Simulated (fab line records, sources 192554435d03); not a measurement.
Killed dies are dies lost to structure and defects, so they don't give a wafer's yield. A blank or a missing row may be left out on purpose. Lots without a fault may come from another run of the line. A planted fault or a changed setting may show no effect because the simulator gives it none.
fab line records | flow n5_finfet
record lots=5 wafers=15 last_day=17
route steps=1938 shown BEOL_M2@859
lots that met no fault: from a run of the same line without faults
start_h: hours from the record's first day to the start of the lot's first wafer shown | wait_h: hours since the lot's step before | " the same as in the row above | L1.1+2: a row that stands for several wafers | - no value, or no start given | * or withheld: withheld | < > ~ a bound
route shown NAME@n: a module of which the file shows steps, and the number in the route of the first | usual: mean/standard deviation of fault-free wafers | same: alike in all rows | chamber/n: place in a boat | sites: the reading at each site | _std_site: their standard deviation | _edge_site: outer sites' mean less inner sites' | radius_mm: how far each site lies from the wafer's centre | mask NAME#n: copy n | behind: the tool/chamber that last shaped the wafer | hold: why the lot was held/for how many hours/how that ended | device: the transistor (n, p or np) that didn't switch | end of line: the same wafers' tests at the end of the route | a step without rows: its recipe alone | killed: dies lost to structure and defects at the first sort, not the wafer's yield | map: a wafer's dies, x killed, . not, _ none there
set.NAME: the setting as run; set.NAME@STEP: as run at that earlier step | model.NAME: the simulator's own value behind a step, which no gauge read
lots at some steps of the route; a table a step, a row a wafer
services: from which hour (start_h, from the record's first day; less than 0 if before it) a tool's chamber was out of use, for how many hours, and why
## steps
# step N5_BEOL_M2_ETCH_63
# recipe chemistry=CF4 target=SiARC target_depth_a=156 mask_material=CAR-EUV time_s=26 ion_energy_ev=80 pressure_mtorr=40 source_w=545 bias_w=36 Ar_flow_sccm=100 cf4_flow_sccm=100 ends=cleared
# usual drypump_motor_current_A=5.7/0.44 etch_rf_on_time_s=25.8/0.87 oes_product_au=0.67/0.076 rf_vpp_V=184.4/1.3 showerhead_plenum_p_Torr=2.18/0.088 throttle_valve_pct=15.68/0.25
# columns lot.wafer tool chamber start_h wait_h drypump_motor_current_A etch_rf_on_time_s oes_product_au rf_hours_counter_h rf_vpp_V showerhead_plenum_p_Torr throttle_valve_pct
L084.1 rie_diel-03 0 189.76 0.0 6.2 26.9 0.60 185 185.2 2.21 15.90
L084.3 " 3 " " 5.6 26.9 0.58 208 183.4 2.23 16.19
L084.6 " 3 " " 5.6 26.6 0.58 - 183.9 2.23 16.20
L091.1 rie_diel-03 2 232.73 0.0 6.0 25.0 0.65 177 182.0 2.05 15.65
L091.4 " 1 " " 5.2 24.6 0.74 77 186.2 2.27 15.49
L091.6 " 3 " " 5.6 27.1 0.56 - 185.4 2.22 16.22
L093.2 rie_diel-03 3 242.87 0.0 5.6 26.9 0.56 235 184.6 2.22 16.24
L093.3 " 0 " " 6.2 26.9 0.58 214 184.6 2.20 15.96
L093.4 " 2 " " 6.0 25.1 0.65 182 182.2 2.04 15.65
L095.2 rie_diel-04 0 257.21 0.0 5.5 26.9 0.72 45 185.7 2.28 15.66
L095.4 " 1 " " 5.8 26.4 0.75 37 183.2 2.08 15.40
L095.6 " 0 " " 5.6 26.6 0.72 - 186.1 2.28 15.65
L097.1 rie_diel-01 0 269.93 0.0 6.5 25.8 0.67 111 184.8 2.17 15.48
L097.5 " 0 " " 6.5 25.6 0.67 - 184.7 2.17 15.47
L097.6 " 3 " " 5.7 26.2 0.60 - 185.7 2.20 15.72
# step N5_BEOL_M2_ETCH_64
# recipe chemistry=N2/H2 target=SOC target_depth_a=750 overetch_a=225 mask_material=SiARC temp_c=40 time_s=121.9 ion_energy_ev=200 pressure_mtorr=30 source_w=840 bias_w=150 n2_flow_sccm=200 h2_flow_sccm=200
# usual drypump_motor_current_A=5.7/0.45 oes_product_au=0.59/0.062 rf_vpp_V=525/3.1 showerhead_plenum_p_Torr=2.59/0.11 throttle_valve_pct=17.9/0.31
# columns lot.wafer tool chamber start_h wait_h drypump_motor_current_A oes_product_au rf_hours_counter_h rf_vpp_V showerhead_plenum_p_Torr throttle_valve_pct
L084.1 rie_diel-03 0 189.79 0.0 6.2 0.55 185 526 2.65 18.2
L084.3 " 3 " " 5.7 0.53 208 527 2.61 18.2
L084.6 " 3 " " 5.6 0.52 - 525 2.61 18.2
L091.1 rie_diel-03 2 232.76 0.0 6.0 0.57 177 520 2.41 17.7
L091.4 " 1 " " 5.2 0.63 77 528 2.67 17.4
L091.6 " 3 " " 5.6 0.51 - 527 2.60 18.2
L093.2 rie_diel-03 3 242.90 0.0 5.6 0.51 235 525 2.60 18.2
L093.3 " 0 " " 6.3 0.54 214 526 2.64 18.3
L093.4 " 2 " " 6.0 0.57 183 520 2.41 17.7
L095.2 rie_diel-04 0 257.24 0.0 5.5 0.65 45 527 2.71 17.9
L095.4 " 1 " " 5.9 0.68 37 522 2.48 17.7
L095.6 " 0 " " 5.5 0.66 - 529 2.71 17.9
L097.1 rie_diel-01 0 269.96 0.0 6.5 0.59 111 524 2.57 17.7
L097.5 " 0 " " 6.6 0.59 - 524 2.57 17.7
L097.6 " 3 " " 5.7 0.54 - 526 2.66 18.2
# step N5_BEOL_M2_STRIP_65
# recipe chemistry=N2/H2 temp_c=40 n2_flow_sccm=200 h2_flow_sccm=200 rf_frequency_hz=6e+07
# columns lot.wafer tool chamber start_h wait_h
L084.1+3+6 rie_diel-03 0,3,3 189.90 0.1
L091.1+4+6 rie_diel-03 2,1,3 232.87 0.1
L093.2+3+4 rie_diel-03 3,0,2 243.01 0.1
L095.2+4+6 rie_diel-04 0,1,0 257.35 0.1
L097.1+5+6 rie_diel-01 0,0,3 270.07 0.1
# step N5_BEOL_M2_STRIP_75
# recipe chemistry=N2/H2 temp_c=40 n2_flow_sccm=200 h2_flow_sccm=200 rf_frequency_hz=6e+07
# columns lot.wafer tool chamber start_h wait_h
L084.1+3+6 rie_diel-03 0,3,3 189.91 0.0
L091.1+4+6 rie_diel-03 2,1,3 232.88 0.0
L093.2+3+4 rie_diel-03 3,0,2 243.02 0.0
L095.2+4+6 rie_diel-04 0,1,0 257.36 0.0
L097.1+5+6 rie_diel-01 0,0,3 270.08 0.0
# step N5_BEOL_M2_STRIP_66
# recipe chemistry=CF4 resist=SiARC power_w=300 bias_power_w=75 pressure_mtorr=50 cf4_flow_sccm=150 rf_frequency_hz=6e+07
# usual drypump_motor_current_A=5.7/0.45 oes_product_au=0.77/0.081 rf_vpp_V=271.9/1.8 showerhead_plenum_p_Torr=1.83/0.077 throttle_valve_pct=13.66/0.27
# columns lot.wafer tool chamber start_h wait_h drypump_motor_current_A oes_product_au rf_hours_counter_h rf_vpp_V showerhead_plenum_p_Torr throttle_valve_pct
L084.1 rie_diel-03 0 189.92 0.0 6.2 0.71 185 272.5 1.86 13.90
L084.3 " 3 " " 5.6 0.69 208 273.2 1.88 14.19
L084.6 " 3 " " 5.6 0.68 - 273.3 1.88 14.18
L091.1 rie_diel-03 2 232.89 0.0 6.0 0.74 177 269.3 1.72 13.63
L091.4 " 1 " " 5.1 0.83 77 272.5 1.91 13.47
L091.6 " 3 " " 5.6 0.67 - 273.6 1.87 14.22
L093.2 rie_diel-03 3 243.03 0.0 5.6 0.66 235 273.4 1.87 14.25
L093.3 " 0 " " 6.3 0.69 214 273.3 1.85 13.97
L093.4 " 2 " " 6.0 0.74 183 270.7 1.71 13.65
L095.2 rie_diel-04 0 257.37 0.0 5.5 0.85 45 273.3 1.91 13.59
L095.4 " 1 " " 5.9 0.89 37 271.7 1.73 13.28
L095.6 " 0 " " 5.5 0.84 - 273.5 1.91 13.57
L097.1 rie_diel-01 0 270.09 0.0 6.5 0.77 111 271.9 1.81 13.39
L097.5 " 0 " " 6.5 0.77 - 270.6 1.81 13.41
L097.6 " 3 " " 5.7 0.70 - 272.3 1.84 13.71
# step N5_BEOL_M2_HM_OPEN_17
# recipe chemistry=Cl2/BCl3 target_depth_a=200 overetch_a=60 target=TiN mask_material=SOC ion_energy_ev=150 pressure_mtorr=10 icp_w=1000 bias_w=126 Cl2_flow_sccm=53.25 bcl3_flow_sccm=21.75 Ar_flow_sccm=25
# usual drypump_motor_current_A=5.7/0.52 oes_ar_750_au=0.75/0.087 oes_product_au=0.63/0.082 throttle_valve_pct=22.31/0.13
# columns lot.wafer tool chamber start_h wait_h drypump_motor_current_A oes_ar_750_au oes_product_au rf_hours_counter_h throttle_valve_pct
L084.1 rie_metal-01 1 189.96 0.0 5.5 0.67 0.56 96 22.28
L084.3 " 1 " " 5.5 0.67 0.57 - 22.26
L084.6 " 1 " " 5.5 0.67 0.57 - 22.25
L091.1 rie_metal-03 0 232.94 0.0 5.2 0.78 0.69 34 22.14
L091.4 " 1 " " 6.6 0.75 0.65 - 22.34
L091.6 " 1 " " 6.6 0.75 0.65 - 22.36
L093.2 rie_metal-02 0 243.07 0.0 5.5 0.64 0.53 114 22.28
L093.3 " 1 " " 6.4 0.87 0.77 - 22.47
L093.4 " 0 " " 5.5 0.64 0.52 - 22.27
L095.2 rie_metal-02 0 257.41 0.0 5.5 0.64 0.51 116 22.31
L095.4 " 0 " " 5.5 0.63 0.52 - 22.29
L095.6 " 0 " " 5.5 0.63 0.52 - 22.30
L097.1 rie_metal-02 1 270.13 0.0 6.5 0.85 0.75 8 22.50
L097.5 " 0 " " 5.5 0.63 0.52 - 22.30
L097.6 " 1 " " 6.5 0.86 0.76 - 22.48
# step N5_BEOL_M2_STRIP_19
# recipe chemistry=O2 power_w=400 temp_c=40 pressure_mtorr=30 rf_frequency_hz=6e+07 bias_power_w=0 overash_fraction=0.2 o2_flow_sccm=225
# usual drypump_motor_current_A=5.6/0.44 oes_product_au=0.78/0.084 rf_vpp_V=3.8/0.51 showerhead_plenum_p_Torr=2.12/0.085 throttle_valve_pct=16.66/0.23
# same overash_fraction=0.2
# columns lot.wafer tool chamber start_h wait_h drypump_motor_current_A oes_product_au rf_hours_counter_h rf_vpp_V showerhead_plenum_p_Torr throttle_valve_pct
L084.1 rie_diel-01 3 190.11 0.1 5.7 0.72 192 4.1 2.14 16.56
L084.3 " 0 " " 6.5 0.83 74 4.2 2.16 16.61
L084.6 " 3 " " 5.7 0.72 - 3.9 2.14 16.55
L091.1 rie_diel-03 3 233.05 0.1 5.6 0.67 229 4.5 2.12 17.00
L091.4 " 0 " " 6.3 0.70 210 4.1 2.17 17.04
L091.6 " 0 " " 6.2 0.70 - 3.7 2.17 17.03
L093.2 rie_diel-03 2 243.19 0.1 6.0 0.75 183 3.6 1.99 16.67
L093.3 " 3 " " 5.6 0.67 235 3.0 2.12 17.03
L093.4 " 1 " " 5.2 0.86 82 3.2 2.21 16.41
L095.2 rie_diel-01 2 257.62 0.2 5.0 0.88 48 4.4 2.21 16.65
L095.4 " 1 " " 5.7 0.67 235 3.0 1.99 16.77
L095.6 " 1 " " 5.7 0.68 - 3.2 1.99 16.78
L097.1 rie_diel-01 2 270.24 0.1 5.1 0.88 52 4.7 2.21 16.65
L097.5 " 3 " " 5.7 0.70 - 3.9 2.12 16.60
L097.6 " 2 " " 5.1 0.87 - 3.0 2.21 16.66
# step N5_BEOL_M2_CD_MEAS_18
# recipe pitch_nm=36 target_cd_nm=18
# usual cd_nm=18.0/0.42
# columns lot.wafer tool chamber start_h wait_h cd_nm
L084.1 cd_sem-01 - 190.19 0.1 18.3
L084.3 " - " " 18.3
L084.6 " - " " 18.4
L091.1 cd_sem-02 - 233.12 0.0 17.4
L091.4 " - " " 18.5
L091.6 " - " " 19.4
L093.2 cd_sem-01 - 243.26 0.1 18.6
L093.3 " - " " 18.3
L093.4 " - " " 17.8
L095.2 cd_sem-01 - 257.69 0.1 18.6
L095.4 " - " " 18.1
L095.6 " - " " 18.5
L097.1 cd_sem-03 - 270.31 0.0 17.9
L097.5 " - " " 18.0
L097.6 " - " " 17.5
# step N5_BEOL_M2_COAT_67
# recipe resist=SOC temp_c=250 time_s=60 spin_rpm=1500 resist_thk_nm=60
# columns lot.wafer tool chamber start_h wait_h
L084.1+3+6 litho_track-01 0 190.24 0.0
L091.1+4+6 litho_track-04 0 233.15 0.0
L093.2+3+4 litho_track-01 0 243.29 0.0
L095.2+4+6 litho_track-01 0 257.72 0.0
L097.1+5+6 litho_track-04 0 270.35 0.0
# step N5_BEOL_M2_COAT_68
# recipe resist=SiARC temp_c=220 time_s=60 spin_rpm=1500 resist_thk_nm=12
# columns lot.wafer tool chamber start_h wait_h
L084.1+3+6 litho_track-01 0 - -
L091.1+4+6 litho_track-04 0 - -
L093.2+3+4 litho_track-01 0 - -
L095.2+4+6 litho_track-01 0 - -
L097.1+5+6 litho_track-04 0 - -
# step N5_BEOL_M2_COAT_76
# recipe resist=underlayer temp_c=205 time_s=60 spin_rpm=1500 resist_thk_nm=5
# columns lot.wafer tool chamber start_h wait_h
L084.1+3+6 litho_track-01 0 - -
L091.1+4+6 litho_track-04 0 - -
L093.2+3+4 litho_track-01 0 - -
L095.2+4+6 litho_track-01 0 - -
L097.1+5+6 litho_track-04 0 - -
# step N5_BEOL_M2_COAT_22
# recipe resist=CAR-EUV spin_rpm=1500 resist_thk_nm=30
# columns lot.wafer tool chamber start_h wait_h
L084.1+3+6 litho_track-01 0 - -
L091.1+4+6 litho_track-04 0 - -
L093.2+3+4 litho_track-01 0 - -
L095.2+4+6 litho_track-01 0 - -
L097.1+5+6 litho_track-04 0 - -
# step N5_BEOL_M2_EBR_24
# recipe solvent=PGMEA ebr_width_mm=1.5
# columns lot.wafer tool chamber start_h wait_h
L084.1+3+6 litho_track-01 0 - -
L091.1+4+6 litho_track-04 0 - -
L093.2+3+4 litho_track-01 0 - -
L095.2+4+6 litho_track-01 0 - -
L097.1+5+6 litho_track-04 0 - -
# step N5_BEOL_M2_SOFTBAKE_23
# recipe temp_c=110 time_s=60 resist=CAR-EUV
# columns lot.wafer tool chamber start_h wait_h
L084.1+3+6 litho_track-01 0 - -
L091.1+4+6 litho_track-04 0 - -
L093.2+3+4 litho_track-01 0 - -
L095.2+4+6 litho_track-01 0 - -
L097.1+5+6 litho_track-04 0 - -
# step N5_BEOL_M2_EXPOSE_25
# recipe mask_id=V1 na=0.33 source_shape=quasar sigma_inner=0.2 sigma_outer=0.8 polarization=unpolarized defocus_nm=5 dose_mj=63
# columns lot.wafer tool chamber start_h wait_h mask
L084.1+3+6 euv_scanner-01 0 190.50 - V1#0
L091.1+4+6 euv_scanner-01 0 233.41 - V1#0
L093.2+3+4 euv_scanner-01 0 243.57 - V1#0
L095.2+4+6 euv_scanner-02 0 257.87 - V1#0
L097.1+5+6 euv_scanner-01 0 270.63 - V1#0
# step N5_BEOL_M2_PEB_26
# recipe peb_temp_c=100 peb_time_s=60 resist=CAR-EUV
# columns lot.wafer tool chamber start_h wait_h
L084.1+3+6 litho_track-02 0 190.58 0.1
L091.1+4+6 litho_track-02 0 233.49 0.1
L093.2+3+4 litho_track-04 0 243.64 0.1
L095.2+4+6 litho_track-01 0 257.94 0.1
L097.1+5+6 litho_track-01 0 270.71 0.1
# step N5_BEOL_M2_DEVELOP_27
# recipe develop_time_s=30 developer=TMAH resist=CAR-EUV rinse_liquid=surfactant_rinse dry=air_spin dev_temp_c=23
# columns lot.wafer tool chamber start_h wait_h
L084.1+3+6 litho_track-02 0 - -
L091.1+4+6 litho_track-02 0 - -
L093.2+3+4 litho_track-04 0 - -
L095.2+4+6 litho_track-01 0 - -
L097.1+5+6 litho_track-01 0 - -
# step N5_BEOL_M2_CD_MEAS_28
# recipe target_cd_nm=26.2 landing_energy_ev=500 detector=se_inlens target_cd_y_nm=24.1 polarity=opening
# usual cd_nm=26.28/0.25
# columns lot.wafer tool chamber start_h wait_h cd_nm
L084.1 cd_sem-03 0 190.64 - 26.39
L084.3 " 0 " " 26.18
L084.6 " 0 " " 26.08
L091.1 cd_sem-02 0 233.56 - 25.87
L091.4 " 0 " " 25.84
L091.6 " 0 " " 26.03
L093.2 cd_sem-01 0 243.70 - 26.32
L093.3 " 0 " " 26.03
L093.4 " 0 " " 26.52
L095.2 cd_sem-03 0 258.01 - 25.81
L095.4 " 0 " " 26.50
L095.6 " 0 " " 26.40
L097.1 cd_sem-02 0 270.77 - 25.99
L097.5 " 0 " " 26.06
L097.6 " 0 " " 26.20
# step N5_BEOL_M2_OVL_MEAS_29
# recipe points_per_wafer=522
# usual V1_OVL=0.1/0.71
# columns lot.wafer tool chamber start_h wait_h V1_OVL[nm]
L084.1 overlay-01 0 190.67 0.0 0.2
L084.3 " 0 " " 0.7
L084.6 " 0 " " 1.2
L091.1 overlay-01 0 233.59 0.0 0.2
L091.4 " 0 " " 0.9
L091.6 " 0 " " 1.5
L093.2 overlay-02 0 243.74 0.0 1.0
L093.3 " 0 " " -0.6
L093.4 " 0 " " 0.3
L095.2 overlay-02 0 258.04 0.0 -0.2
L095.4 " 0 " " 0.1
L095.6 " 0 " " 0.5
L097.1 overlay-01 0 270.81 0.0 -1.1
L097.5 " 0 " " 0.0
L097.6 " 0 " " -0.8
# step N5_BEOL_M2_INSPECT_30
# recipe mode=adi inspect_instrument=brightfield
# usual raw_defect_count=398/76
# columns lot.wafer tool chamber start_h wait_h raw_defect_count
L084.1 defect_inspect-01 - 190.73 0.1 524
L084.3 " - " " 581
L084.6 " - " " 365
L091.1 defect_inspect-02 - 233.65 0.1 343
L091.4 " - " " 285
L091.6 " - " " 488
L093.2 defect_inspect-01 - 243.79 0.0 405
L093.3 " - " " 337
L093.4 " - " " 403
L095.2 defect_inspect-02 - 258.09 0.0 357
L095.4 " - " " 513
L095.6 " - " " 486
L097.1 defect_inspect-01 - 270.86 0.1 508
L097.5 " - " " 471
L097.6 " - " " 282
# step N5_BEOL_M2_DESCUM_33
# recipe chemistry=O2 time_s=7 source_power_w=50 bias_power_w=20 pressure_mtorr=20 rf_frequency_hz=2.712e+07 temp_c=40 resist=CAR-EUV o2_flow_sccm=225
# usual drypump_motor_current_A=5.7/0.49 oes_product_au=0.79/0.087 rf_vpp_V=243.7/1.5 showerhead_plenum_p_Torr=2.12/0.082 throttle_valve_pct=20.40/0.18
# columns lot.wafer tool chamber start_h wait_h drypump_motor_current_A oes_product_au rf_hours_counter_h rf_vpp_V showerhead_plenum_p_Torr throttle_valve_pct
L084.1 rie_diel-01 1 190.77 0.0 5.7 0.71 202 242.7 2.00 20.48
L084.3 " 0 " " 6.5 0.83 74 243.6 2.16 20.46
L084.6 " 0 " " 6.5 0.83 - 244.6 2.16 20.46
L091.1 rie_diel-01 1 234.00 0.4 5.7 0.69 224 241.6 1.99 20.51
L091.4 " 0 " " 6.5 0.81 96 244.2 2.15 20.50
L091.6 " 1 " " 5.7 0.68 - 241.9 1.99 20.53
L093.2 rie_diel-01 2 244.28 0.5 5.0 0.90 42 244.1 2.21 20.44
L093.3 " 0 " " 6.5 0.80 102 243.8 2.15 20.50
L093.4 " 3 " " 5.7 0.71 218 245.2 2.12 20.29
L095.2 rie_diel-04 3 258.13 0.0 5.0 0.71 207 243.1 1.99 20.49
L095.4 " 0 " " 5.5 0.86 45 245.8 2.22 20.39
L095.6 " 1 " " 5.9 0.88 - 241.3 2.04 20.32
L097.1 rie_diel-01 0 271.06 0.2 6.5 0.80 112 243.0 2.14 20.54
L097.5 " 2 " " 5.1 0.88 - 245.3 2.21 20.45
L097.6 " 1 " " 5.7 0.68 - 240.3 1.99 20.53
# step N5_BEOL_M2_ETCH_77
# recipe chemistry=N2/H2 target=underlayer target_depth_a=65 mask_material=CAR-EUV time_s=5.2 ion_energy_ev=200 pressure_mtorr=30 source_w=840 bias_w=150 n2_flow_sccm=200 h2_flow_sccm=200 ends=cleared
# usual drypump_motor_current_A=5.7/0.49 etch_rf_on_time_s=5.16/0.15 oes_product_au=0.67/0.074 rf_vpp_V=525/3.2 showerhead_plenum_p_Torr=2.59/0.11 throttle_valve_pct=17.92/0.26
# columns lot.wafer tool chamber start_h wait_h drypump_motor_current_A etch_rf_on_time_s oes_product_au rf_hours_counter_h rf_vpp_V showerhead_plenum_p_Torr throttle_valve_pct
L084.1 rie_diel-01 1 190.80 0.0 5.7 5.09 0.61 202 521 2.43 17.95
L084.3 " 0 " " 6.5 5.10 0.72 74 524 2.59 17.70
L084.6 " 0 " " 6.6 5.10 0.70 - 522 2.59 17.69
L091.1 rie_diel-01 1 234.04 0.0 5.8 5.16 0.60 224 522 2.42 17.97
L091.4 " 0 " " 6.5 5.19 0.68 96 524 2.58 17.72
L091.6 " 1 " " 5.8 5.16 0.61 - 522 2.42 17.98
L093.2 rie_diel-01 2 244.31 0.0 5.1 5.20 0.76 42 528 2.72 18.06
L093.3 " 0 " " 6.5 5.18 0.68 102 523 2.57 17.71
L093.4 " 3 " " 5.7 5.20 0.61 218 525 2.67 18.20
L095.2 rie_diel-04 3 258.16 0.0 5.1 5.09 0.61 207 519 2.44 18.12
L095.4 " 0 " " 5.5 5.35 0.73 45 528 2.71 17.90
L095.6 " 1 " " 5.8 5.22 0.77 - 522 2.48 17.75
L097.1 rie_diel-01 0 271.09 0.0 6.5 5.25 0.66 112 524 2.57 17.74
L097.5 " 2 " " 5.1 5.30 0.74 - 529 2.71 18.09
L097.6 " 1 " " 5.7 5.31 0.57 - 520 2.41 18.03
# step N5_BEOL_M2_ETCH_69
# recipe chemistry=CF4 target=SiARC target_depth_a=156 mask_material=CAR-EUV time_s=26 ion_energy_ev=80 pressure_mtorr=40 source_w=545 bias_w=36 Ar_flow_sccm=100 cf4_flow_sccm=100 ends=cleared
# usual drypump_motor_current_A=5.7/0.49 etch_rf_on_time_s=25.7/0.7 oes_product_au=0.68/0.075 rf_vpp_V=184.5/1.3 showerhead_plenum_p_Torr=2.18/0.089 throttle_valve_pct=15.63/0.2
# columns lot.wafer tool chamber start_h wait_h drypump_motor_current_A etch_rf_on_time_s oes_product_au rf_hours_counter_h rf_vpp_V showerhead_plenum_p_Torr throttle_valve_pct
L084.1 rie_diel-01 1 190.82 0.0 5.7 26.1 0.61 202 182.0 2.04 15.62
L084.3 " 0 " " 6.5 25.5 0.71 74 185.6 2.18 15.39
L084.6 " 0 " " 6.5 25.6 0.70 - 184.0 2.18 15.40
L091.1 rie_diel-01 1 234.05 0.0 5.8 26.0 0.60 224 183.0 2.04 15.67
L091.4 " 0 " " 6.5 25.4 0.69 96 183.9 2.17 15.46
L091.6 " 1 " " 5.7 25.9 0.60 - 183.2 2.04 15.66
L093.2 rie_diel-01 2 244.33 0.0 5.0 25.9 0.76 42 186.2 2.28 15.71
L093.3 " 0 " " 6.5 25.8 0.68 102 184.9 2.17 15.45
L093.4 " 3 " " 5.6 26.0 0.61 218 184.6 2.20 15.69
L095.2 rie_diel-04 3 258.18 0.0 5.0 24.9 0.61 207 182.8 2.05 15.76
L095.4 " 0 " " 5.5 26.6 0.73 45 185.9 2.28 15.66
L095.6 " 1 " " 5.8 25.8 0.77 - 183.4 2.08 15.41
L097.1 rie_diel-01 0 271.11 0.0 6.5 25.8 0.66 112 185.4 2.17 15.47
L097.5 " 2 " " 5.0 26.2 0.75 - 186.7 2.28 15.72
L097.6 " 1 " " 5.7 26.2 0.59 - 183.6 2.03 15.70
# step N5_BEOL_M2_ALD_98
# recipe material=SiO2 target_thk_a=25 temp_c=100 ald_precursor_family=BDEAS ald_co_reactant=O2-plasma pulse_time_s=1 co_reactant_pulse_time_s=1 purge_time_s=2 co_reactant_purge_time_s=2 ald_cycles=17 pressure_torr=2
# usual heater_power_w=78/6.3 precursor_pulse_height_rel=1.002/0.02
# same ald_cycles=17 co_reactant_pulse_time_s=1 purge_time_s=2
# columns lot.wafer tool chamber start_h wait_h heater_power_w precursor_pulse_height_rel
L084.1 ald_sin-01 3 191.01 0.2 74 1.014
L084.3 " 1 " " 71 1.007
L084.6 " 2 " " 80 0.980
L091.1 ald_sin-04 1 234.14 0.1 75 0.982
L091.4 " 3 " " 76 0.986
L091.6 " 0 " " 82 1.024
L093.2 ald_sin-01 0 244.41 0.1 89 0.986
L093.3 " 1 " " 71 1.029
L093.4 " 3 " " 74 1.041
L095.2 ald_sin-01 1 258.26 0.1 69 1.006
L095.4 " 0 " " 89 0.995
L095.6 " 0 " " 91 0.993
L097.1 ald_sin-03 3 271.19 0.1 87 0.990
L097.5 " 1 " " 74 1.033
L097.6 " 2 " " 72 0.981
# step N5_BEOL_M2_ETCHBACK_99
# recipe chemistry=CHF3 target=SiO2 target_depth_a=50 time_s=10.4 source_w=215 bias_w=47 Ar_flow_sccm=200 CHF3_flow_sccm=12 ion_energy_ev=100 pressure_mtorr=30
# usual drypump_motor_current_A=5.7/0.47 oes_ar_750_au=0.77/0.083 oes_f_703_au=0.77/0.085 oes_product_au=0.78/0.086 rf_vpp_V=244/7.1 showerhead_plenum_p_Torr=2.19/0.091 throttle_valve_pct=17.14/0.2
# columns lot.wafer tool chamber start_h wait_h drypump_motor_current_A oes_ar_750_au oes_f_703_au oes_product_au rf_hours_counter_h rf_vpp_V showerhead_plenum_p_Torr throttle_valve_pct
L084.1 rie_diel-01 3 193.65 2.6 5.7 0.73 0.71 0.74 193 258 2.23 17.13
L084.3 " 0 " " 6.5 0.82 0.82 0.82 76 242 2.20 16.94
L084.6 " 3 " " 5.7 0.73 0.71 0.73 - 258 2.23 17.13
L091.1 rie_diel-01 2 236.93 2.7 5.0 0.90 0.89 0.90 38 240 2.29 17.12
L091.4 " 0 " " 6.5 0.80 0.80 0.79 98 242 2.20 16.98
L091.6 " 1 " " 5.8 0.71 0.70 0.70 - 237 2.04 17.11
L093.2 rie_diel-03 3 247.73 3.3 5.6 0.66 0.64 0.66 237 252 2.21 17.60
L093.3 " 2 " " 6.0 0.74 0.75 0.76 185 241 2.05 17.10
L093.4 " 1 " " 5.2 0.83 0.82 0.87 84 248 2.28 16.88
L095.2 rie_diel-01 2 270.69 12.4 5.0 0.88 0.87 0.89 52 241 2.28 17.14
L095.4 " 0 " " 6.5 0.78 0.79 0.78 112 240 2.19 17.01
L095.6 " 0 " " 6.5 0.78 0.79 0.79 - 242 2.19 17.01
L097.1 rie_diel-01 2 274.20 3.0 5.0 0.87 0.86 0.88 53 240 2.28 17.14
L097.5 " 0 " " 6.5 0.79 0.79 0.78 - 241 2.19 17.02
L097.6 " 1 " " 5.7 0.70 0.69 0.67 - 237 2.04 17.13
# step N5_BEOL_M2_ETCH_70
# recipe chemistry=N2/H2 target=SOC target_depth_a=800 overetch_a=240 mask_material=SiARC temp_c=40 time_s=130 ion_energy_ev=200 pressure_mtorr=30 source_w=840 bias_w=150 n2_flow_sccm=200 h2_flow_sccm=200
# usual drypump_motor_current_A=5.7/0.47 oes_product_au=0.57/0.059 rf_vpp_V=525/3.1 showerhead_plenum_p_Torr=2.58/0.11 throttle_valve_pct=17.90/0.28
# columns lot.wafer tool chamber start_h wait_h drypump_motor_current_A oes_product_au rf_hours_counter_h rf_vpp_V showerhead_plenum_p_Torr throttle_valve_pct
L084.1 rie_diel-01 3 193.69 0.0 5.7 0.54 193 526 2.68 18.11
L084.3 " 0 " " 6.5 0.59 76 525 2.58 17.64
L084.6 " 3 " " 5.7 0.54 - 528 2.68 18.13
L091.1 rie_diel-01 2 236.97 0.0 5.1 0.66 38 529 2.72 18.02
L091.4 " 0 " " 6.5 0.58 98 525 2.58 17.67
L091.6 " 1 " " 5.7 0.52 - 520 2.42 17.96
L093.2 rie_diel-03 3 247.77 0.0 5.6 0.49 237 526 2.60 18.25
L093.3 " 2 " " 6.0 0.55 185 521 2.41 17.73
L093.4 " 1 " " 5.2 0.61 84 527 2.66 17.37
L095.2 rie_diel-01 2 270.73 0.0 5.1 0.65 52 527 2.71 18.04
L095.4 " 0 " " 6.5 0.57 112 524 2.57 17.70
L095.6 " 0 " " 6.5 0.58 - 523 2.57 17.71
L097.1 rie_diel-01 2 274.24 0.0 5.0 0.65 53 528 2.71 18.05
L097.5 " 0 " " 6.5 0.57 - 524 2.57 17.71
L097.6 " 1 " " 5.7 0.51 - 520 2.41 17.97
# step N5_BEOL_M2_STRIP_71
# recipe chemistry=N2/H2 temp_c=40 n2_flow_sccm=200 h2_flow_sccm=200 rf_frequency_hz=6e+07
# columns lot.wafer tool chamber start_h wait_h
L084.1+3+6 rie_diel-01 3,0,3 193.78 0.0
L091.1+4+6 rie_diel-01 2,0,1 237.05 0.0
L093.2+3+4 rie_diel-03 3,2,1 247.86 0.0
L095.2+4+6 rie_diel-01 2,0,0 270.81 0.0
L097.1+5+6 rie_diel-01 2,0,1 274.33 0.0
# step N5_BEOL_M2_STRIP_78
# recipe chemistry=N2/H2 temp_c=40 n2_flow_sccm=200 h2_flow_sccm=200 rf_frequency_hz=6e+07
# columns lot.wafer tool chamber start_h wait_h
L084.1+3+6 rie_diel-01 3,0,3 193.79 0.0
L091.1+4+6 rie_diel-01 2,0,1 237.06 0.0
L093.2+3+4 rie_diel-03 3,2,1 247.87 0.0
L095.2+4+6 rie_diel-01 2,0,0 270.82 0.0
L097.1+5+6 rie_diel-01 2,0,1 274.34 0.0
## services
# columns tool chamber start_h hours kind
euv_scanner-01 - 170.35 0.8 repair
ald_sin-01 2 170.46 11.1 repair
euv_scanner-01 - 173.14 1.0 pm
rie_metal-02 - 177.63 0.5 repair
rie_diel-04 - 180.48 69.8 repair
rie_diel-03 1 185.26 8.8 repair
ald_sin-01 1 193.80 28.9 repair
rie_diel-03 3 194.43 6.1 repair
rie_metal-01 - 195.47 1.3 repair
ald_sin-03 2 199.00 3.5 repair
euv_scanner-02 - 202.43 0.7 repair
ald_sin-04 0 206.56 3.3 repair
euv_scanner-02 - 210.53 1.0 pm
litho_track-04 - 212.76 - consumable_replace:filter
euv_scanner-01 0 212.90 - calibration
euv_scanner-01 - 217.40 0.2 repair
euv_scanner-01 - 229.29 1.0 pm
litho_track-02 - 233.31 - consumable_replace:filter
euv_scanner-01 - 236.73 4.6 pm
ald_sin-03 0 258.52 10.7 repair
ald_sin-04 1 259.27 1.3 repair
euv_scanner-02 - 266.68 1.0 pm
euv_scanner-02 - 268.73 4.6 pm
ald_sin-01 - 268.80 14.0 pm
## key
fault none
